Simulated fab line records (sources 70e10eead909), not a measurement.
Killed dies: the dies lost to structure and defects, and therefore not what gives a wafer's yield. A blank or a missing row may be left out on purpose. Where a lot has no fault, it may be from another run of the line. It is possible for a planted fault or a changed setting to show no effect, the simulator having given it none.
fab line records	flow nand_harc
[record] lots = 14	wafers = 42	last_day = 33
route steps=1302 shown A_CHANNEL_FILL_D1@513 A_ONON_D2@545 END@1302
lots that met no fault: taken from a fault-free run of the same line
start_h: the number of hours between the record's first day and the start of the first shown wafer of the lot	wait_h: time in hours since the lot's previous step	" identical to the entry in the row above	L1.1+2: one row covering several wafers at once	- no value present, or no start provided	* or withheld: withheld	< > ~ a bound
route shown NAME@n: a module of which the file shows steps, and the number in the route of the first	usual: average and standard deviation across the fault-free wafers	same: alike in all rows	chamber/n: place in a boat	sites: each site's reading	_std_site: standard deviation across them	_edge_site: inner sites' mean taken away from outer sites' mean	radius_mm: how far each site lies from the wafer's centre	mask NAME#n: copy n	behind: the last tool/chamber to shape the wafer	hold: the reason the lot was held/the length of the hold in hours/how it ended	device: the transistor (n, p or np) that didn't switch	end of line: at the end of the route, the tests of the same wafers	for a step that has no rows: nothing shown but its recipe	killed: at the first sort, the dies lost to defects and structure; wafer yield is something else	map: shows each die of a wafer: x if killed, . if not, _ if none is there
set.NAME: the setting as run; set.NAME@STEP: as run at that earlier step	model.NAME: the simulator's own value behind a step, which no gauge read
one table for each step of the route and one row for each wafer, over a sample of lots
services: from which hour (start_h, from the record's first day; less than 0 if before it) a tool's chamber was out of use, for how many hours, and why
[[steps]]
[step NHARC_A_CHANNEL_FILL_D1_CMP_10]
[recipe] target_thk_nm = 150
[usual] motor_current_A = 11.6/0.9	pad_life_wafers = 158/95	slurry_filter_dp_kPa = 13.51/0.13	time_to_endpoint_s = 15.1/2.4
lot.wafer	tool	chamber	start_h	wait_h	motor_current_A	pad_life_wafers	slurry_filter_dp_kPa	time_to_endpoint_s
L770.3	cmp-02	3	241.10	0.4	12.0	6	13.53	15.1
L770.2	"	0	"	"	11.2	7	13.42	11.0
L770.4	"	1	"	"	12.4	8	13.61	15.7
L771.1	cmp-01	1	265.38	0.4	12.9	306	13.51	13.8
L771.3	"	2	"	"	11.0	307	13.34	13.4
L771.2	"	3	"	"	10.5	308	13.64	13.1
L772.1	cmp-03	3	269.03	0.4	12.1	13	13.58	19.0
L772.4	"	0	"	"	10.0	14	13.42	19.4
L772.5	"	2	"	"	11.4	-	13.57	19.0
L773.2	cmp-02	3	272.49	0.4	13.2	126	13.36	16.1
L773.3	"	0	"	"	10.6	127	13.37	12.9
L773.5	"	3	"	"	12.7	-	13.38	19.0
L779.1	cmp-02	3	345.18	0.4	12.5	60	13.77	14.0
L779.4	"	1	"	"	12.1	62	13.60	16.3
L779.5	"	0	"	"	11.3	-	13.33	13.0
L781.2	cmp-01	2	360.68	0.4	11.4	294	13.62	17.2
L781.4	"	1	"	"	12.9	297	13.34	19.5
L781.5	"	2	"	"	11.4	-	13.53	18.6
L784.1	cmp-01	0	398.02	0.4	11.9	43	13.69	18.9
L784.3	"	1	"	"	12.6	44	13.56	18.5
L784.4	"	2	"	"	11.1	45	13.39	18.8
L786.1	cmp-01	2	411.73	0.4	11.7	132	13.42	16.5
L786.4	"	3	"	"	10.4	133	13.37	13.2
L786.3	"	1	"	"	12.9	135	13.69	16.7
L787.2	cmp-01	0	423.53	0.4	12.3	164	13.37	11.4
L787.4	"	1	"	"	13.2	165	13.66	17.6
L787.6	"	3	"	"	10.3	-	13.70	13.2
L790.1	cmp-02	1	443.77	0.4	12.0	37	13.53	16.0
L790.4	"	2	"	"	11.4	38	13.34	15.7
L790.5	"	1	"	"	12.3	-	13.51	15.8
L789.2	cmp-01	2	447.18	0.4	11.8	258	13.46	15.0
L789.5	"	2	"	"	11.2	-	13.53	14.0
L789.6	"	3	"	"	10.9	-	13.63	11.9
L791.1	cmp-01	0	450.97	0.4	12.0	279	13.74	11.6
L791.5	"	1	"	"	12.9	-	13.53	18.9
L791.6	"	2	"	"	11.4	-	13.85	18.7
L788.1	cmp-03	0	454.67	0.4	9.8	288	13.52	9.6
L788.5	"	0	"	"	10.0	-	13.34	8.7
L788.6	"	1	"	"	11.9	-	13.43	10.5
L792.1	cmp-02	0	464.79	0.4	11.1	151	13.47	13.3
L792.2	"	2	"	"	10.9	153	13.53	14.6
L792.6	"	0	"	"	10.6	-	13.51	11.4
[step NHARC_A_ONON_D2_DEP_00]
[recipe] target_thk_a = 10000	n2_flow_sccm = 2750	n2o_flow_sccm = 2000	nh3_flow_sccm = 500	sih4_flow_sccm = 210	temp_c = 400
[usual] n2_flow_sccm = 2749/8.2	sih4_flow_sccm = 210.0/0.73
lot.wafer	tool	chamber	start_h	wait_h	n2_flow_sccm	sih4_flow_sccm
L770.2	pecvd_onon-02	0	279.99	0.1	2759	211.1
L770.3	"	0	"	"	2731	210.2
L770.4	"	0	"	"	2751	210.8
L772.1	pecvd_onon-03	0	302.44	0.1	2740	210.2
L772.4	"	0	"	"	2747	209.7
L772.5	"	0	"	"	2751	211.1
L773.2	pecvd_onon-02	0	302.48	0.1	2750	210.0
L773.3	"	0	"	"	2741	210.5
L773.5	"	0	"	"	2738	210.8
L771.1	pecvd_onon-03	0	307.42	0.1	2767	210.1
L771.2	"	0	"	"	2761	209.8
L771.3	"	0	"	"	2758	210.3
L779.1	pecvd_onon-02	0	381.39	0.1	2764	210.3
L779.4	"	0	"	"	2754	209.5
L779.5	"	0	"	"	2746	210.0
L781.2	pecvd_onon-02	0	397.89	0.1	2747	210.5
L781.4	"	0	"	"	2750	210.0
L781.5	"	0	"	"	2747	210.5
L784.1	pecvd_onon-04	0	429.66	0.2	2744	209.5
L784.3	"	0	"	"	2736	209.9
L784.4	"	0	"	"	2745	209.8
L786.1	pecvd_onon-04	0	447.93	0.1	2737	210.0
L786.3	"	0	"	"	2723	210.8
L786.4	"	0	"	"	2738	209.8
L787.2	pecvd_onon-02	0	459.15	0.2	2743	210.4
L787.4	"	0	"	"	2741	211.5
L787.6	"	0	"	"	2742	210.2
L790.1	pecvd_onon-03	0	477.56	0.1	2754	210.0
L790.4	"	0	"	"	2743	209.4
L790.5	"	0	"	"	2746	210.3
L789.2	pecvd_onon-02	0	482.26	0.1	2752	210.6
L789.5	"	0	"	"	2743	210.4
L789.6	"	0	"	"	2749	211.2
L791.1	pecvd_onon-04	0	490.53	0.1	2739	211.8
L791.5	"	0	"	"	2753	211.4
L791.6	"	0	"	"	2742	210.6
L788.1	pecvd_onon-02	0	490.53	0.1	2749	210.0
L788.5	"	0	"	"	2748	209.9
L788.6	"	0	"	"	2762	210.2
L792.1	pecvd_onon-02	0	499.68	0.1	2742	209.7
L792.2	"	0	"	"	2749	209.8
L792.6	"	0	"	"	2747	209.2
[step NHARC_A_ONON_D2_THK_MEAS_02]
[recipe] thk_meas_gauge = ellipsometry
[usual] thk_nm = 1003/10
lot.wafer	tool	chamber	start_h	wait_h	hold	thk_nm
L770.2	film_metro-01	-	280.45	-	-	994
L770.3	"	-	"	"	-	996
L770.4	"	-	"	"	-	993
L773.2	film_metro-01	-	302.94	-	-	982
L773.3	"	-	"	"	-	983
L773.5	"	-	"	"	-	981
L772.1	film_metro-01	-	302.95	-	-	1009
L772.4	"	-	"	"	-	1008
L772.5	"	-	"	"	-	1009
L771.1	film_metro-01	-	307.93	-	-	1004
L771.2	"	-	"	"	-	1002
L771.3	"	-	"	"	-	1004
L779.1	film_metro-01	-	381.90	-	await_dispo/0.2h/release	1014
L779.4	"	-	"	"	await_dispo/0.2h/release	1016
L779.5	"	-	"	"	await_dispo/0.2h/release	753
L779.1	film_metro-01	-	382.07	0.2	-	1015
L779.4	"	-	"	"	-	1014
L779.5	"	-	"	"	-	753
L781.2	film_metro-01	-	398.34	-	await_dispo/0.2h/release	991
L781.4	"	-	"	"	await_dispo/0.2h/release	992
L781.5	"	-	"	"	await_dispo/0.2h/release	729
L781.2	film_metro-01	-	398.51	0.2	-	992
L781.4	"	-	"	"	-	991
L781.5	"	-	"	"	-	727
L784.1	film_metro-02	-	430.17	-	-	998
L784.3	"	-	"	"	-	998
L784.4	"	-	"	"	-	996
L786.1	film_metro-02	-	448.44	-	-	1006
L786.3	"	-	"	"	-	1004
L786.4	"	-	"	"	-	1006
L787.2	film_metro-02	-	459.61	-	-	1009
L787.4	"	-	"	"	-	1009
L787.6	"	-	"	"	-	1009
L790.1	film_metro-01	-	478.08	-	-	1003
L790.4	"	-	"	"	-	1001
L790.5	"	-	"	"	-	1002
L789.2	film_metro-01	-	482.71	-	-	999
L789.5	"	-	"	"	-	1000
L789.6	"	-	"	"	-	1000
L791.1	film_metro-01	-	491.04	-	-	1000
L791.5	"	-	"	"	-	1001
L791.6	"	-	"	"	-	1001
L788.1	film_metro-02	-	491.05	-	-	1012
L788.5	"	-	"	"	-	1013
L788.6	"	-	"	"	-	1013
L792.1	film_metro-01	-	500.19	-	-	991
L792.2	"	-	"	"	-	991
L792.6	"	-	"	"	-	992
[step NHARC_END_SORT_01]
[recipe] temp_c = 25
[usual] killed_at_array = 52/16	killed_at_other = 0.8/1.1	killed_at_periphery = 4.2/2.5	killed_dies = 57/16	killed_open = 3.4/2	killed_short = 2.6/1.6
[same] gross_dies = 677
lot.wafer	tool	chamber	start_h	wait_h	hold	killed_at_array	killed_at_other	killed_at_periphery	killed_dies	killed_open	killed_short
L770.2	prober-01	0	595.53	2.8	-	34	2	3	39	4	0
L770.3	prober-01	0	596.34	3.1	-	61	2	5	68	2	1
L770.4	prober-01	0	597.15	3.4	-	36	1	4	41	2	3
L771.1	prober-02	0	610.32	2.5	-	53	1	2	56	2	1
L771.2	prober-02	0	611.12	2.8	-	43	0	6	49	7	3
L771.3	prober-02	0	611.92	3.1	-	40	1	0	41	1	3
L779.1	prober-02	0	668.62	2.5	await_dispo/2.5h/release	43	0	8	51	1	1
L779.4	prober-02	0	670.98	3.4	await_dispo/2.5h/release	49	1	7	57	5	1
L779.5	prober-02	0	671.76	3.7	await_dispo/2.5h/release	671	2	4	677	3	2
L781.2	prober-02	0	691.62	2.9	await_dispo/1.2h/release	71	1	1	73	4	2
L781.4	prober-02	0	693.23	3.4	await_dispo/1.2h/release	77	0	3	80	4	4
L781.5	prober-02	0	694.04	3.7	await_dispo/1.2h/release	675	0	2	677	1	3
L787.2	prober-02	0	752.75	2.8	-	73	1	5	79	3	0
L787.4	prober-02	0	754.35	3.4	-	77	0	8	85	4	3
L787.6	prober-02	0	755.94	4.0	-	69	0	12	81	5	2
L792.1	prober-02	0	788.64	2.6	-	51	0	2	53	3	6
L792.2	prober-02	0	789.44	2.8	-	58	0	2	60	7	3
L792.6	prober-02	0	792.65	4.0	-	55	0	1	56	5	2
// killed by level:class
L770.2 A_CHANNEL_HOLE_D1:chamber_film_flake=16 A_CHANNEL_HOLE_D2:chamber_film_flake=12 P_GATE:chamber_film_flake=2 THIN_TSV:chamber_film_flake=2 P_M2:geometric_particle:open=1 A_CHANNEL_FILL_D1:geometric_particle:open=1 A_CONTACT:geometric_particle:open=1 A_BLC:geometric_particle:open=1
L770.3 A_CHANNEL_HOLE_D2:chamber_film_flake=23 A_CHANNEL_HOLE_D1:chamber_film_flake=21 P_GATE:chamber_film_flake=4 A_BONDPAD:chamber_film_flake=3 A_STAIRCASE:chamber_film_flake=3 A_CHANNEL_FILL_D1:chamber_film_flake=2 A_WL_FILL:chamber_film_flake=2 A_CONTACT:chamber_film_flake=2
L770.4 A_CHANNEL_HOLE_D2:chamber_film_flake=14 A_CHANNEL_HOLE_D1:chamber_film_flake=13 P_GATE:chamber_film_flake=3 A_STAIRCASE:chamber_film_flake=2 P_CONTACT:geometric_particle:open=1 A_ONON_D1:geometric_particle:short=1 A_CHANNEL_FILL_D1:geometric_particle:short=1 A_DECK1_JOINT:geometric_particle:short=1
L771.1 A_CHANNEL_HOLE_D1:chamber_film_flake=27 A_CHANNEL_HOLE_D2:chamber_film_flake=9 A_CONTACT:chamber_film_flake=8 A_STAIRCASE:chamber_film_flake=3 A_M1:chamber_film_flake=2 A_STAIRCASE:geometric_particle:open=1 A_WL_FILL:geometric_particle:short=1 A_CONTACT:geometric_particle:open=1
L771.2 A_CHANNEL_HOLE_D1:chamber_film_flake=18 A_CONTACT:chamber_film_flake=7 A_CHANNEL_HOLE_D2:chamber_film_flake=6 P_CONTACT:geometric_particle:open=3 A_STAIRCASE:chamber_film_flake=3 A_DECK1_JOINT:geometric_particle:open=2 A_CHANNEL_FILL_D1:geometric_particle:short=1 A_DECK1_JOINT:geometric_particle:short=1
L771.3 A_CHANNEL_HOLE_D1:chamber_film_flake=21 A_CHANNEL_HOLE_D2:chamber_film_flake=8 A_CONTACT:chamber_film_flake=3 A_STAIRCASE:chamber_film_flake=2 A_ONON_D1:geometric_particle:open=1 A_CHANNEL_HOLE_D2:geometric_particle:short=1 A_WL_FILL:geometric_particle:short=1 STARTING-WAFER:geometric_particle:short=1
L779.1 A_CHANNEL_HOLE_D1:chamber_film_flake=20 A_CONTACT:chamber_film_flake=8 P_BONDPAD:chamber_film_flake=6 A_CHANNEL_HOLE_D2:chamber_film_flake=5 A_CHANNEL_FILL_D2:chamber_film_flake=3 A_SLIT:chamber_film_flake=3 P_M2:geometric_particle:short=1 A_WL_FILL:geometric_particle:open=1
L779.4 A_CHANNEL_HOLE_D1:chamber_film_flake=37 P_CONTACT:chamber_film_flake=3 P_BONDPAD:chamber_film_flake=2 A_CHANNEL_HOLE_D2:chamber_film_flake=2 A_CHANNEL_FILL_D2:chamber_film_flake=2 P_M0:geometric_particle:open=1 P_M1:geometric_particle:open=1 A_ONON_D1:geometric_particle:open=1
L779.5 A_ONON_D2:area_dep=620 A_CHANNEL_HOLE_D1:chamber_film_flake=29 P_BONDPAD:chamber_film_flake=4 A_STAIRCASE:chamber_film_flake=4 A_CONTACT:chamber_film_flake=4 A_CHANNEL_HOLE_D2:chamber_film_flake=3 A_CHANNEL_FILL_D2:chamber_film_flake=3 A_SLIT:chamber_film_flake=3
L781.2 A_CHANNEL_HOLE_D1:chamber_film_flake=29 A_SLIT:chamber_film_flake=22 A_CHANNEL_HOLE_D2:chamber_film_flake=11 P_M0:geometric_particle:open=1 A_ONON_D2:geometric_particle:short=1 A_CHANNEL_HOLE_D2:geometric_particle:open=1 A_SGD_CUT:geometric_particle:short=1 A_CONTACT:geometric_particle:open=1
L781.4 A_SLIT:chamber_film_flake=25 A_CHANNEL_HOLE_D1:chamber_film_flake=25 A_CHANNEL_HOLE_D2:chamber_film_flake=9 A_STAIRCASE:chamber_film_flake=5 A_CONTACT:chamber_film_flake=5 P_CONTACT:chamber_film_flake=2 P_CONTACT:geometric_particle:open=1 A_SOURCE_PLATE:geometric_particle:open=1
L781.5 A_ONON_D2:area_dep=603 A_SLIT:chamber_film_flake=29 A_CHANNEL_HOLE_D1:chamber_film_flake=22 A_CHANNEL_HOLE_D2:chamber_film_flake=12 A_CONTACT:chamber_film_flake=4 A_M0:geometric_particle:short=2 P_M0:geometric_particle:open=1 A_WL_FILL:geometric_particle:short=1
L787.2 A_CHANNEL_HOLE_D1:chamber_film_flake=36 A_CHANNEL_HOLE_D2:chamber_film_flake=24 A_SLIT:chamber_film_flake=5 A_CONTACT:chamber_film_flake=4 P_M1:chamber_film_flake=2 A_ONON_D1:geometric_particle:open=1 A_CHANNEL_FILL_D1:geometric_particle:open=1 A_DECK1_JOINT:geometric_particle:open=1
L787.4 A_CHANNEL_HOLE_D1:chamber_film_flake=33 A_CHANNEL_HOLE_D2:chamber_film_flake=21 A_SLIT:chamber_film_flake=8 P_M1:chamber_film_flake=6 A_WL_FILL:chamber_film_flake=3 A_CONTACT:chamber_film_flake=3 A_CHANNEL_HOLE_D2:geometric_particle:open=2 A_ZERO_WELL:chamber_film_flake=2
L787.6 A_CHANNEL_HOLE_D1:chamber_film_flake=38 A_CHANNEL_HOLE_D2:chamber_film_flake=21 P_GATE:chamber_film_flake=4 P_M1:chamber_film_flake=4 A_CONTACT:chamber_film_flake=2 P_GATE:geometric_particle:open=1 P_M0:geometric_particle:open=1 P_M1:geometric_particle:open=1
L792.1 A_CHANNEL_HOLE_D2:chamber_film_flake=22 A_CONTACT:chamber_film_flake=9 A_SLIT:chamber_film_flake=7 A_ONON_D1:geometric_particle:short=2 A_CHANNEL_HOLE_D1:geometric_particle:short=2 A_WL_FILL:chamber_film_flake=2 P_CONTACT:geometric_particle:short=1 A_DECK1_JOINT:geometric_particle:short=1
L792.2 A_CHANNEL_HOLE_D2:chamber_film_flake=16 A_SLIT:chamber_film_flake=14 A_CONTACT:chamber_film_flake=9 A_STAIRCASE:chamber_film_flake=3 A_WL_FILL:chamber_film_flake=3 A_CHANNEL_FILL_D1:chamber_film_flake=2 P_STI:geometric_particle:open=1 P_CONTACT:geometric_particle:open=1
L792.6 A_CHANNEL_HOLE_D2:chamber_film_flake=26 A_SLIT:chamber_film_flake=11 A_CONTACT:chamber_film_flake=6 A_CHANNEL_HOLE_D1:chamber_film_flake=2 P_M1:geometric_particle:open=1 A_CHANNEL_HOLE_D1:geometric_particle:open=1 A_CHANNEL_FILL_D2:geometric_particle:open=1 A_CHANNEL_FILL_D2:geometric_particle:short=1
[[services]]
tool	chamber	start_h	hours	kind
cmp-03	-	218.32	3.2	repair
pecvd_onon-03	-	227.00	13.0	pm
cmp-02	-	232.51	4.0	pm
cmp-02	-	242.53	0.4	repair
cmp-03	-	260.05	4.0	pm
cmp-01	-	283.50	4.0	pm
cmp-03	-	300.79	0.4	repair
pecvd_onon-04	-	311.54	13.0	pm
cmp-01	-	312.69	1.3	repair
cmp-02	-	330.51	4.0	pm
cmp-03	-	358.05	4.0	pm
pecvd_onon-02	-	366.16	13.0	pm
cmp-01	-	381.50	4.0	pm
pecvd_onon-03	-	408.00	13.0	pm
cmp-01	-	417.64	1.4	repair
cmp-03	-	426.25	1.3	repair
cmp-02	-	428.51	4.0	pm
cmp-03	-	447.66	1.4	repair
cmp-03	-	456.08	4.0	pm
cmp-02	-	475.76	3.7	repair
cmp-01	-	479.50	4.0	pm
cmp-02	-	479.82	0.3	repair
cmp-01	-	490.56	1.0	repair
pecvd_onon-04	-	492.54	13.0	pm
[[key]]
[first_sign] step = NHARC_A_ONON_D2_THK_MEAS_02	reading = visit	direction = added
[effect] step = NHARC_A_ONON_D2_THK_MEAS_02	reading = thk_nm	direction = down	sigmas = 25	usual = 1003	struck = 741
[effect] step = NHARC_END_SORT_01	reading = killed_at_array	direction = up	sigmas = 39	usual = 52	struck = 673
[more_kills_born_at] NHARC_A_ONON_D2_DEP_00@pecvd_onon-02 = 1223
met_at NHARC_A_ONON_D2_DEP_00
struck_lots L779,L781
struck_wafers L779.5,L781.5
later_rows_left_out L779.5,L781.5
tester_left_out L779,L781
not_acting_at NHARC_A_CHANNEL_FILL_D1_CMP_10
onset_between 302.48 381.39
[fault] kind = process_parameter_drift	tool = pecvd_onon-02	chamber = -	onset_h = 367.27	steps = NHARC_A_ONON_D2_DEP_00	channel = target_thk_a	offset = *	shape = step	end_h = 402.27	scope = struck_wafers_only	acts_in = *	stated = *
// tester_left_out: of these lots the tester's yield and bins aren't shown, on N5 and GAA mostly nor the transistor test; their killed dies are dies lost to structure and defects alone, not to doping, threshold or leakage, so they don't give the yield
// later_rows_left_out: the simulator's readings of these wafers behind a module that went badly wrong aren't trusted and aren't shown, but for the sort
